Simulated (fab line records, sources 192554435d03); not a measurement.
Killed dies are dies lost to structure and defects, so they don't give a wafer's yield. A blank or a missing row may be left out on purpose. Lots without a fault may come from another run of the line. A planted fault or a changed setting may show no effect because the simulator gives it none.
Chamber matching | flow n5_finfet | N5_SDB_HM_OPEN_20 on rie_diel-01: 4 sister chambers
The step chemistry CH3F/O2, target SiNx, stops on poly-Si, target depth 24 nm. 8 wafers are shown with their chamber, then 8 later ones without.

WAFERS WITH THEIR CHAMBER
wafer  | chamber | drypump_motor_current_A (A) | throttle_valve_pct (%)
L078.6 | 1       | 5.62                        | 16.26
L081.6 | 0       | 5.33                        | 16.30
L082.1 | 1       | 5.62                        | 16.29
L082.4 | 3       | 5.26                        | 16.02
L083.1 | 2       | 5.78                        | 16.43
L083.4 | 0       | 5.32                        | 16.31
L083.5 | 3       | 5.24                        | 16.04
L084.4 | 2       | 5.77                        | 16.46

WAFERS WITHOUT THEIR CHAMBER
wafer  | drypump_motor_current_A (A) | throttle_valve_pct (%)
L084.5 | 5.32                        | 16.32
L084.6 | 5.25                        | 16.03
L087.2 | 5.31                        | 16.29
L087.3 | 5.63                        | 16.31
L087.4 | 5.25                        | 16.02
L096.2 | 5.25                        | 16.08
L096.3 | 5.32                        | 16.34
L096.5 | 5.32                        | 16.38

WHICH CHAMBER EACH WENT THROUGH
wafer  | from the rows above | in truth
L084.5 | 0                   | 0
L084.6 | 3                   | 3
L087.2 | 0                   | 0
L087.3 | 1                   | 1
L087.4 | 3                   | 3
L096.2 | 3                   | 3
L096.3 | 0                   | 0
L096.5 | 0                   | 0
Placed correctly: 8 of 8. Can't be placed from these rows: 0. Placed wrongly: 0.
How it was worked out, from the rows above alone: a wafer's distance from a chamber is the root of the sum, over the readings, of the square of ((its reading less the chamber's mean) divided by the reading's scatter). The wafer belongs to the nearest chamber; if the next one is less than 2 further off, it can't be placed. A chamber's mean is the mean of its shown wafers. The scatter: the root of (the sum of the squares of (reading less its chamber's mean) over the shown wafers, divided by (wafers less chambers)).
